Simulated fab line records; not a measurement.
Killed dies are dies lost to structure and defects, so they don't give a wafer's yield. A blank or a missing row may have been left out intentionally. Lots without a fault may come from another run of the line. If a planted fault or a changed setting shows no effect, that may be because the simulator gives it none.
Which tool did it? :: flow nand_harc :: Sampling: 12 lots, 35 wafers, 5 of 1159 route steps

## WHAT THE GAUGES SHOWED, per wafer
NHARC_END_SORT_01.
lot: L325
measured: day 21 07:39
on: prober-01
killed_at_array: 33 29 29
killed_at_other: 0 0 0
killed_at_periphery: 8 5 3
killed_dies: 41 34 32
killed_open: 5 5 1
killed_short: 2 1 2

lot: L327
measured: day 21 07:44
on: prober-02
killed_at_array: 48 30 32
killed_at_other: 1 1 0
killed_at_periphery: 2 5 6
killed_dies: 51 36 38
killed_open: 2 2 7
killed_short: 2 2 2

lot: L343
measured: day 23 22:16
on: prober-01
killed_at_array: 675 52
killed_at_other: 2 2
killed_at_periphery: 0 3
killed_dies: 677 57
killed_open: 2 6
killed_short: 2 2

lot: L347
measured: day 24 20:58
on: prober-01
killed_at_array: 672 46 42
killed_at_other: 0 2 1
killed_at_periphery: 5 3 5
killed_dies: 677 51 48
killed_open: 7 5 6
killed_short: 0 6 1

## EACH LOT AND THE TOOL THAT RAN IT (in order: tool; ch and the chambers of the sampled wafers; start)
lot: L325
NHARC_A_STAIRCASE_STRIP_175: plasma_asher-01 ch 0,1, day 11 01:46
NHARC_A_STAIRCASE_TRIM_189: rie_diel-12 ch 0,2,3, day 11 05:08 or earlier
NHARC_A_STAIRCASE_ETCH_199: rie_diel-12 ch 0,3, day 11 05:08
NHARC_A_STAIRCASE_TRIM_200: rie_diel-12 ch 0,1,2, day 21 07:39 or earlier

lot: L326
NHARC_A_STAIRCASE_STRIP_175: plasma_asher-01 ch 0,1, day 11 02:20
NHARC_A_STAIRCASE_TRIM_189: rie_diel-08 ch 1,2, day 11 06:53 or earlier
NHARC_A_STAIRCASE_ETCH_199: rie_diel-08 ch 1,3, day 11 06:53
NHARC_A_STAIRCASE_TRIM_200: rie_diel-08 ch 1,3, day 11 07:04

lot: L327
NHARC_A_STAIRCASE_STRIP_175: plasma_asher-01 ch 0,1, day 11 12:01
NHARC_A_STAIRCASE_TRIM_189: rie_diel-12 ch 1,2,3, day 11 15:24 or earlier
NHARC_A_STAIRCASE_ETCH_199: rie_diel-12 ch 1,2,3, day 11 15:24
NHARC_A_STAIRCASE_TRIM_200: rie_diel-12 ch 1,2, day 21 07:44 or earlier

lot: L331
NHARC_A_STAIRCASE_STRIP_175: plasma_asher-02 ch 0,1, day 12 01:58
NHARC_A_STAIRCASE_TRIM_189: rie_diel-08 ch 0,1,3, day 12 05:11 or earlier
NHARC_A_STAIRCASE_ETCH_199: rie_diel-08 ch 0,1, day 12 05:11
NHARC_A_STAIRCASE_TRIM_200: rie_diel-08 ch 2,3, no start

lot: L334
NHARC_A_STAIRCASE_STRIP_175: plasma_asher-02 ch 0,1, day 12 14:08
NHARC_A_STAIRCASE_TRIM_189: rie_diel-12 ch 1,2,3, day 12 17:53 or earlier
NHARC_A_STAIRCASE_ETCH_199: rie_diel-06 ch 0,2,3, day 12 17:53
NHARC_A_STAIRCASE_TRIM_200: rie_diel-06 ch 0,3, no start

lot: L332
NHARC_A_STAIRCASE_STRIP_175: plasma_asher-02 ch 0,1, day 13 00:34
NHARC_A_STAIRCASE_TRIM_189: rie_diel-08 ch 0,1,2, day 13 03:40 or earlier
NHARC_A_STAIRCASE_ETCH_199: rie_diel-08 ch 0,3, day 13 03:40
NHARC_A_STAIRCASE_TRIM_200: rie_diel-08 ch 2,3, no start

lot: L336
NHARC_A_STAIRCASE_STRIP_175: plasma_asher-01 ch 0,1, day 13 09:18
NHARC_A_STAIRCASE_TRIM_189: rie_diel-08 ch 1,2, day 13 14:31 or earlier
NHARC_A_STAIRCASE_ETCH_199: rie_diel-06 ch 0,1,3, day 13 14:31
NHARC_A_STAIRCASE_TRIM_200: rie_diel-06 ch 0,2,3, no start

lot: L335
NHARC_A_STAIRCASE_STRIP_175: plasma_asher-02 ch 0,1, day 13 12:44
NHARC_A_STAIRCASE_TRIM_189: rie_diel-12 ch 2,3, day 13 16:08 or earlier
NHARC_A_STAIRCASE_ETCH_199: rie_diel-06 ch 0,2,3, day 13 16:08
NHARC_A_STAIRCASE_TRIM_200: rie_diel-06 ch 0,2,3, no start

lot: L339
NHARC_A_STAIRCASE_STRIP_175: plasma_asher-02 ch 0,1, day 14 06:22
NHARC_A_STAIRCASE_TRIM_189: rie_diel-12 ch 0,1,3, day 14 11:25 or earlier
NHARC_A_STAIRCASE_ETCH_199: rie_diel-06 ch 1,2, day 14 11:25
NHARC_A_STAIRCASE_TRIM_200: rie_diel-06 ch 0,1,2, no start

lot: L341
NHARC_A_STAIRCASE_STRIP_175: plasma_asher-02 ch 0,1, day 15 03:11
NHARC_A_STAIRCASE_TRIM_189: rie_diel-12 ch 0,3, day 15 07:09 or earlier
NHARC_A_STAIRCASE_ETCH_199: rie_diel-12 ch 2,3, day 15 07:09
NHARC_A_STAIRCASE_TRIM_200: rie_diel-12 ch 1,2,3, no start

lot: L343
NHARC_A_STAIRCASE_STRIP_175: plasma_asher-02 ch 1, day 15 09:01
NHARC_A_STAIRCASE_TRIM_189: rie_diel-06 ch 1,3, day 15 12:38 or earlier
NHARC_A_STAIRCASE_ETCH_199: rie_diel-06 ch 1,2, day 15 12:38
NHARC_A_STAIRCASE_TRIM_200: rie_diel-06 ch 0,2, day 23 22:16 or earlier

lot: L347
NHARC_A_STAIRCASE_STRIP_175: plasma_asher-01 ch 0, day 16 17:54
NHARC_A_STAIRCASE_TRIM_189: rie_diel-06 ch 2,3, day 16 20:56 or earlier
NHARC_A_STAIRCASE_ETCH_199: rie_diel-06 ch 0,3, day 16 20:56
NHARC_A_STAIRCASE_TRIM_200: rie_diel-06 ch 0,3, day 24 20:58 or earlier
- NHARC_A_STAIRCASE_STRIP_175: strips in O2.
- NHARC_A_STAIRCASE_TRIM_189: chemistry O2, time 211.2 s.
- NHARC_A_STAIRCASE_ETCH_199: etches the open film in C4F8/O2, target depth 100 nm, time 40.5 s.
- NHARC_A_STAIRCASE_TRIM_200: chemistry O2, time 211.2 s.

## WHAT THE TOOLS THEMSELVES READ (means of the sampled wafers that have a number; where no wafer has one, the mark that the record gives instead)
NHARC_A_STAIRCASE_STRIP_175.
lot: L325
tool: plasma_asher-01
drypump_motor_current_A (A): 5.9
heater_power_w (W): 332

lot: L326
tool: plasma_asher-01
drypump_motor_current_A (A): 5.8
heater_power_w (W): 343

lot: L327
tool: plasma_asher-01
drypump_motor_current_A (A): 5.8
heater_power_w (W): 335

lot: L331
tool: plasma_asher-02
drypump_motor_current_A (A): 6.1
heater_power_w (W): 308

lot: L334
tool: plasma_asher-02
drypump_motor_current_A (A): 6.1
heater_power_w (W): 307

lot: L332
tool: plasma_asher-02
drypump_motor_current_A (A): 6.1
heater_power_w (W): 303

lot: L336
tool: plasma_asher-01
drypump_motor_current_A (A): 5.8
heater_power_w (W): 356

lot: L335
tool: plasma_asher-02
drypump_motor_current_A (A): 6.1
heater_power_w (W): 312

lot: L339
tool: plasma_asher-02
drypump_motor_current_A (A): 5.6
heater_power_w (W): 308

lot: L341
tool: plasma_asher-02
drypump_motor_current_A (A): 5.6
heater_power_w (W): 302

lot: L343
tool: plasma_asher-02
drypump_motor_current_A (A): 6.6
heater_power_w (W): 308

lot: L347
tool: plasma_asher-01
drypump_motor_current_A (A): 5.8
heater_power_w (W): 355

NHARC_A_STAIRCASE_TRIM_189.
lot: L325
tool: rie_diel-12
drypump_motor_current_A (A): 5.3
oes_product_au (a.u.): 0.996
rf_vpp_V (V): 58.0
showerhead_plenum_p_Torr (Torr): 3.50
throttle_valve_pct (%): 17.039

lot: L326
tool: rie_diel-08
drypump_motor_current_A (A): 6.1
oes_product_au (a.u.): 1.001
rf_vpp_V (V): 57.0
showerhead_plenum_p_Torr (Torr): 3.45
throttle_valve_pct (%): 17.038

lot: L327
tool: rie_diel-12
drypump_motor_current_A (A): 5.4
oes_product_au (a.u.): 0.988
rf_vpp_V (V): 57.5
showerhead_plenum_p_Torr (Torr): 3.54
throttle_valve_pct (%): 17.040

lot: L331
tool: rie_diel-08
drypump_motor_current_A (A): 5.9
oes_product_au (a.u.): 0.998
rf_vpp_V (V): 58.3
showerhead_plenum_p_Torr (Torr): 3.53
throttle_valve_pct (%): 17.047

lot: L334
tool: rie_diel-12
drypump_motor_current_A (A): 5.4
oes_product_au (a.u.): 0.993
rf_vpp_V (V): 58.3
showerhead_plenum_p_Torr (Torr): 3.53
throttle_valve_pct (%): 17.042

lot: L332
tool: rie_diel-08
drypump_motor_current_A (A): 6.1
oes_product_au (a.u.): 1.004
rf_vpp_V (V): 57.5
showerhead_plenum_p_Torr (Torr): 3.48
throttle_valve_pct (%): 17.041

lot: L336
tool: rie_diel-08
drypump_motor_current_A (A): 6.3
oes_product_au (a.u.): 0.994
rf_vpp_V (V): 57.7
showerhead_plenum_p_Torr (Torr): 3.57
throttle_valve_pct (%): 17.041

lot: L335
tool: rie_diel-12
drypump_motor_current_A (A): 5.2
oes_product_au (a.u.): 1.002
rf_vpp_V (V): 58.0
showerhead_plenum_p_Torr (Torr): 3.49
throttle_valve_pct (%): 17.041

lot: L339
tool: rie_diel-12
drypump_motor_current_A (A): 5.6
oes_product_au (a.u.): 0.986
rf_vpp_V (V): 58.6
showerhead_plenum_p_Torr (Torr): 3.53
throttle_valve_pct (%): 17.029

lot: L341
tool: rie_diel-12
drypump_motor_current_A (A): 5.4
oes_product_au (a.u.): 0.992
rf_vpp_V (V): 57.0
showerhead_plenum_p_Torr (Torr): 3.48
throttle_valve_pct (%): 17.032

lot: L343
tool: rie_diel-06
drypump_motor_current_A (A): 5.9
oes_product_au (a.u.): 0.988
rf_vpp_V (V): 58.2
showerhead_plenum_p_Torr (Torr): 3.65
throttle_valve_pct (%): 17.035

lot: L347
tool: rie_diel-06
drypump_motor_current_A (A): 6.1
oes_product_au (a.u.): 1.009
rf_vpp_V (V): 57.9
showerhead_plenum_p_Torr (Torr): 3.60
throttle_valve_pct (%): 17.033

NHARC_A_STAIRCASE_ETCH_199.
lot: L325
tool: rie_diel-12
oes_product_au (a.u.): 0.931
rf_vpp_V (V): 896
run_length_s (s): 61.4

lot: L326
tool: rie_diel-08
oes_product_au (a.u.): 0.950
rf_vpp_V (V): 900
run_length_s (s): 61.9

lot: L327
tool: rie_diel-12
oes_product_au (a.u.): 0.930
rf_vpp_V (V): 897
run_length_s (s): 61.2

lot: L331
tool: rie_diel-08
oes_product_au (a.u.): 0.928
rf_vpp_V (V): 899
run_length_s (s): 61.5

lot: L334
tool: rie_diel-06
oes_product_au (a.u.): 0.935
rf_vpp_V (V): 897
run_length_s (s): 61.9

lot: L332
tool: rie_diel-08
oes_product_au (a.u.): 0.942
rf_vpp_V (V): 892
run_length_s (s): 61.7

lot: L336
tool: rie_diel-06
oes_product_au (a.u.): 0.939
rf_vpp_V (V): 899
run_length_s (s): 61.8

lot: L335
tool: rie_diel-06
oes_product_au (a.u.): 0.931
rf_vpp_V (V): 897
run_length_s (s): 61.6

lot: L339
tool: rie_diel-06
oes_product_au (a.u.): 0.954
rf_vpp_V (V): 899
run_length_s (s): 61.7

lot: L341
tool: rie_diel-12
oes_product_au (a.u.): 0.936
rf_vpp_V (V): 893
run_length_s (s): 61.2

lot: L343
tool: rie_diel-06
oes_product_au (a.u.): 0.925
rf_vpp_V (V): 900
run_length_s (s): 68.3

lot: L347
tool: rie_diel-06
oes_product_au (a.u.): 0.956
rf_vpp_V (V): 898
run_length_s (s): 66.8

NHARC_A_STAIRCASE_TRIM_200.
lot: L325
tool: rie_diel-12
drypump_motor_current_A (A): 5.8
oes_product_au (a.u.): 0.989
rf_vpp_V (V): 58.4
showerhead_plenum_p_Torr (Torr): 3.57
throttle_valve_pct (%): 17.040

lot: L326
tool: rie_diel-08
drypump_motor_current_A (A): 6.1
oes_product_au (a.u.): 0.992
rf_vpp_V (V): 58.6
showerhead_plenum_p_Torr (Torr): 3.63
throttle_valve_pct (%): 17.031

lot: L327
tool: rie_diel-12
drypump_motor_current_A (A): 5.8
oes_product_au (a.u.): 0.990
rf_vpp_V (V): 57.9
showerhead_plenum_p_Torr (Torr): 3.62
throttle_valve_pct (%): 17.041

lot: L331
tool: rie_diel-08
drypump_motor_current_A (A): 5.4
oes_product_au (a.u.): 1.004
rf_vpp_V (V): 58.1
showerhead_plenum_p_Torr (Torr): 3.42
throttle_valve_pct (%): 17.035

lot: L334
tool: rie_diel-06
drypump_motor_current_A (A): 5.5
oes_product_au (a.u.): 0.996
rf_vpp_V (V): 58.1
showerhead_plenum_p_Torr (Torr): 3.54
throttle_valve_pct (%): 17.028

lot: L332
tool: rie_diel-08
drypump_motor_current_A (A): 5.6
oes_product_au (a.u.): 1.007
rf_vpp_V (V): 57.7
showerhead_plenum_p_Torr (Torr): 3.37
throttle_valve_pct (%): 17.034

lot: L336
tool: rie_diel-06
drypump_motor_current_A (A): 5.8
oes_product_au (a.u.): 0.998
rf_vpp_V (V): 57.4
showerhead_plenum_p_Torr (Torr): 3.58
throttle_valve_pct (%): 17.033

lot: L335
tool: rie_diel-06
drypump_motor_current_A (A): 5.8
oes_product_au (a.u.): 0.990
rf_vpp_V (V): 57.9
showerhead_plenum_p_Torr (Torr): 3.58
throttle_valve_pct (%): 17.048

lot: L339
tool: rie_diel-06
drypump_motor_current_A (A): 5.7
oes_product_au (a.u.): 0.997
rf_vpp_V (V): 58.3
showerhead_plenum_p_Torr (Torr): 3.56
throttle_valve_pct (%): 17.036

lot: L341
tool: rie_diel-12
drypump_motor_current_A (A): 5.4
oes_product_au (a.u.): 1.001
rf_vpp_V (V): 57.0
showerhead_plenum_p_Torr (Torr): 3.52
throttle_valve_pct (%): 17.034

lot: L343
tool: rie_diel-06
drypump_motor_current_A (A): 5.7
oes_product_au (a.u.): 1.002
rf_vpp_V (V): 57.0
showerhead_plenum_p_Torr (Torr): 3.52
throttle_valve_pct (%): 17.047

lot: L347
tool: rie_diel-06
drypump_motor_current_A (A): 5.8
oes_product_au (a.u.): 1.001
rf_vpp_V (V): 58.1
showerhead_plenum_p_Torr (Torr): 3.58
throttle_valve_pct (%): 17.029

## THE ANSWER, worked out from the rows above alone
Rule: the lots themselves supply what counts as usual. Put in order of their means at a reading, lots are off if they are a third of the lots or fewer, leave a main group of 4 or more, and stand apart from it by a gap of 3 or more times the standard deviation of the main group's means; of several such gaps the widest counts. A main group whose means are all the same, to the digits that the tables above print for the reading, isn't used. Also off: a lot with no number at a reading for which 4 or more lots have one. Any other lot the step has rows for is counted as sound. After the gauges, taken in route order, come the tools' own readings; for these a lot's mean is taken, as printed above. At the first step where some lot is off, the reading lying furthest off is the one used; lots without a number count as furthest.
Off at NHARC_A_STAIRCASE_ETCH_199 (run_length_s): L343, L347. The main group: mean 61.6 s, standard deviation 0.25.
A tool fits if, at that step or a process step before it, it ran every lot that is off, and no sound lot after the first of them. With no start given for some of its lots, NHARC_A_STAIRCASE_TRIM_189 uses the hours and lot order of NHARC_A_STAIRCASE_ETCH_199. One fits: NHARC_A_STAIRCASE_TRIM_189 and NHARC_A_STAIRCASE_ETCH_199 on rie_diel-06. It ran no sound lot before its first lot that is off in this sample, so the start can't be narrowed down.

## WHAT HAD BEEN PUT IN BY THE SIMULATOR
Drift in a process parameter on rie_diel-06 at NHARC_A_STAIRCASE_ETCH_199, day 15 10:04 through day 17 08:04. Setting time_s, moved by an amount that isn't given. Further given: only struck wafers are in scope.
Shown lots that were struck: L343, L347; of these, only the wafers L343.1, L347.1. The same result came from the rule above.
